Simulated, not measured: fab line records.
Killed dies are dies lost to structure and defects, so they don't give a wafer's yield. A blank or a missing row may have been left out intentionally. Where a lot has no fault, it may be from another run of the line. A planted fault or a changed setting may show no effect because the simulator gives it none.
Lot-split experiment :: flow n5Finfet :: 21 wafers read across 7 lots, on a route 1938 steps long

## ON THE SPLIT
At N5_FIN_CUT_COAT_02 (resist thk 30 nm), the setting spinRpm was moved away from the recipe's 1500 rpm on 10 of the 21 wafers read, by -10.3% to +10.6%. For the rest of the wafers, this setting stayed at what the recipe calls for.

## FROM THE SPLIT TO THE READING: what the file shows between them, 6 steps
- N5_FIN_CUT_EBR_04
- N5_FIN_CUT_SOFTBAKE_03: time 60 s
- N5_FIN_CUT_EXPOSE_05: exposes mask FIN CUT
- N5_FIN_CUT_PEB_06: peb time 60 s
- N5_FIN_CUT_DEVELOP_07: develop time 30 s
- N5_FIN_CUT_DESCUM_13: chemistry O2, time 7 s

## THE READING
CAR-EUV_of_FIN_CUT_COAT_02.thkNm (the simulator's own value, which no gauge read), in nm, at N5_FIN_CUT_ETCH_30 (etches underlayer in N2/H2, target depth 13 nm, time 10.4 s). The file does not state a usual value for it. Across the 11 wafers here that went through the recipe, the average is 14.6 nm and the standard deviation 0.19 nm.

wafer: L074.1
tool, chamber at the split: lithoTrack-02, 0
spinRpm as run, rpm: 1630
against the recipe: +8.7%
CAR-EUV_of_FIN_CUT_COAT_02.thkNm, nm: 13.4
against lot-mates on the recipe: no lot-mate on the recipe

wafer: L074.3
tool, chamber at the split: lithoTrack-02, 0
spinRpm as run, rpm: 1630
against the recipe: +8.7%
CAR-EUV_of_FIN_CUT_COAT_02.thkNm, nm: 13.2
against lot-mates on the recipe: no lot-mate on the recipe

wafer: L074.6
tool, chamber at the split: lithoTrack-02, 0
spinRpm as run, rpm: 1630
against the recipe: +8.7%
CAR-EUV_of_FIN_CUT_COAT_02.thkNm, nm: 13.2
against lot-mates on the recipe: no lot-mate on the recipe

wafer: L080.2
tool, chamber at the split: lithoTrack-02, 0
spinRpm as run, rpm: 1500
against the recipe: recipe
CAR-EUV_of_FIN_CUT_COAT_02.thkNm, nm: 14.6
against lot-mates on the recipe: -

wafer: L080.3
tool, chamber at the split: lithoTrack-02, 0
spinRpm as run, rpm: 1500
against the recipe: recipe
CAR-EUV_of_FIN_CUT_COAT_02.thkNm, nm: 14.8
against lot-mates on the recipe: -

wafer: L080.5
tool, chamber at the split: lithoTrack-02, 0
spinRpm as run, rpm: 1500
against the recipe: recipe
CAR-EUV_of_FIN_CUT_COAT_02.thkNm, nm: 14.6
against lot-mates on the recipe: -

wafer: L089.2
tool, chamber at the split: lithoTrack-01, 0
spinRpm as run, rpm: 1350
against the recipe: -10.0%
CAR-EUV_of_FIN_CUT_COAT_02.thkNm, nm: 16.2
against lot-mates on the recipe: +1.4

wafer: L089.4
tool, chamber at the split: lithoTrack-01, 0
spinRpm as run, rpm: 1350
against the recipe: -10.0%
CAR-EUV_of_FIN_CUT_COAT_02.thkNm, nm: 16.2
against lot-mates on the recipe: +1.4

wafer: L089.6
tool, chamber at the split: lithoTrack-01, 0
spinRpm as run, rpm: 1500
against the recipe: recipe
CAR-EUV_of_FIN_CUT_COAT_02.thkNm, nm: 14.8
against lot-mates on the recipe: -

wafer: L091.3
tool, chamber at the split: lithoTrack-01, 0
spinRpm as run, rpm: 1500
against the recipe: recipe
CAR-EUV_of_FIN_CUT_COAT_02.thkNm, nm: 14.2
against lot-mates on the recipe: -

wafer: L091.4
tool, chamber at the split: lithoTrack-01, 0
spinRpm as run, rpm: 1659
against the recipe: +10.6%
CAR-EUV_of_FIN_CUT_COAT_02.thkNm, nm: 13.2
against lot-mates on the recipe: -1.0

wafer: L091.5
tool, chamber at the split: lithoTrack-01, 0
spinRpm as run, rpm: 1659
against the recipe: +10.6%
CAR-EUV_of_FIN_CUT_COAT_02.thkNm, nm: 13.2
against lot-mates on the recipe: -1.0

wafer: L092.3
tool, chamber at the split: lithoTrack-01, 0
spinRpm as run, rpm: 1346
against the recipe: -10.3%
CAR-EUV_of_FIN_CUT_COAT_02.thkNm, nm: 16.4
against lot-mates on the recipe: +2.0

wafer: L092.4
tool, chamber at the split: lithoTrack-01, 0
spinRpm as run, rpm: 1500
against the recipe: recipe
CAR-EUV_of_FIN_CUT_COAT_02.thkNm, nm: 14.4
against lot-mates on the recipe: -

wafer: L092.6
tool, chamber at the split: lithoTrack-01, 0
spinRpm as run, rpm: 1346
against the recipe: -10.3%
CAR-EUV_of_FIN_CUT_COAT_02.thkNm, nm: 15.8
against lot-mates on the recipe: +1.4

wafer: L093.1
tool, chamber at the split: lithoTrack-03, 0
spinRpm as run, rpm: 1392
against the recipe: -7.2%
CAR-EUV_of_FIN_CUT_COAT_02.thkNm, nm: 16
against lot-mates on the recipe: +1.3

wafer: L093.4
tool, chamber at the split: lithoTrack-03, 0
spinRpm as run, rpm: 1500
against the recipe: recipe
CAR-EUV_of_FIN_CUT_COAT_02.thkNm, nm: 14.6
against lot-mates on the recipe: -

wafer: L093.5
tool, chamber at the split: lithoTrack-03, 0
spinRpm as run, rpm: 1500
against the recipe: recipe
CAR-EUV_of_FIN_CUT_COAT_02.thkNm, nm: 14.8
against lot-mates on the recipe: -

wafer: L097.1
tool, chamber at the split: lithoTrack-02, 0
spinRpm as run, rpm: 1500
against the recipe: recipe
CAR-EUV_of_FIN_CUT_COAT_02.thkNm, nm: 14.6
against lot-mates on the recipe: -

wafer: L097.4
tool, chamber at the split: lithoTrack-02, 0
spinRpm as run, rpm: 1500
against the recipe: recipe
CAR-EUV_of_FIN_CUT_COAT_02.thkNm, nm: 14.8
against lot-mates on the recipe: -

wafer: L097.5
tool, chamber at the split: lithoTrack-02, 0
spinRpm as run, rpm: 1500
against the recipe: recipe
CAR-EUV_of_FIN_CUT_COAT_02.thkNm, nm: 14.4
against lot-mates on the recipe: -

FIT RESULTS
A straight line over all 21 wafers: CAR-EUV_of_FIN_CUT_COAT_02.thkNm changes by -0.15 nm for each +1% of spinRpm; r = -0.98; the points scatter about the line by 0.2 nm.
The same after taking each lot's own level away (the mean of its wafers on the recipe; 18 wafers): -0.132 nm for each +1%; r = -0.97; scatter 0.22 nm.
Per that fit: largest spinRpm move, reading shift of 1.4 nm.
The span of the lots' own levels, 14.20 to 14.80 nm, comes to 3.1 times the standard deviation stated above.
So the slope is not independent of the lot-to-lot level: the two fits are not the same.
Check: -1.4 nm against its lot-mates is what the line predicts for one of the wafers moved furthest among these (+10.6%) when that wafer is left out of the fit. Against them it came out at -1 nm.

## THESE WAFERS: OTHER SPLITS
These wafers also went through other splits before the reading. Each is held against what the fit with the lots' levels taken away leaves over:
other split on the same wafers: N5_ZERO_LAYER_COAT_05 spinRpm
wafers away from the commonest value: 5
r with CAR-EUV_of_FIN_CUT_COAT_02.thkNm (lot level and that fit taken away): +0.07

other split on the same wafers: N5_ZERO_LAYER_EXPOSE_08 doseMj
wafers away from the commonest value: 7
r with CAR-EUV_of_FIN_CUT_COAT_02.thkNm (lot level and that fit taken away): -0.12

other split on the same wafers: N5_PMOS_HMC_CHANNEL_EPI_PEB_07 pebTempC
wafers away from the commonest value: 5
r with CAR-EUV_of_FIN_CUT_COAT_02.thkNm (lot level and that fit taken away): +0.11

other split on the same wafers: N5_PMOS_HMC_CHANNEL_EPI_DEVELOP_08 developTimeS
wafers away from the commonest value: 10
r with CAR-EUV_of_FIN_CUT_COAT_02.thkNm (lot level and that fit taken away): +0.20

other split on the same wafers: N5_FIN_SAQP_SPACER1_ALD_24 tempC
wafers away from the commonest value: 6
r with CAR-EUV_of_FIN_CUT_COAT_02.thkNm (lot level and that fit taken away): +0.30

other split on the same wafers: N5_FIN_SAQP_ETCH_65 timeS
wafers away from the commonest value: 7
r with CAR-EUV_of_FIN_CUT_COAT_02.thkNm (lot level and that fit taken away): +0.28

other split on the same wafers: N5_FIN_CUT_COAT_29 spinRpm
wafers away from the commonest value: 7
r with CAR-EUV_of_FIN_CUT_COAT_02.thkNm (lot level and that fit taken away): +0.30

## THE WHOLE CHAIN: every reading that the file lists as answering this split, in the file's order
step: N5_FIN_CUT_COAT_02
what it does: resist thk 30 nm
reading: CAR-EUV_of_FIN_CUT_COAT_02.thkNm (the simulator's own value, which no gauge read)
change (the file's fit): -0.155 nm for each +1% of the setting
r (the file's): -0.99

step: N5_FIN_CUT_DEVELOP_07
what it does: develop time 30 s
reading: CAR-EUV_of_FIN_CUT_COAT_02.thkNm (the simulator's own value, which no gauge read)
change (the file's fit): -0.157 nm for each +1% of the setting
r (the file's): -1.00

step: N5_FIN_CUT_ETCH_30
what it does: etches underlayer in N2/H2, target depth 13 nm, time 10.4 s
reading: CAR-EUV_of_FIN_CUT_COAT_02.thkNm (the simulator's own value, which no gauge read)
change (the file's fit): -0.139 nm for each +1% of the setting
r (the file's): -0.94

## THE FILE'S OWN FIT
CAR-EUV_of_FIN_CUT_COAT_02.thkNm changes by -0.139 nm for each +1% of spinRpm, r = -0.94.
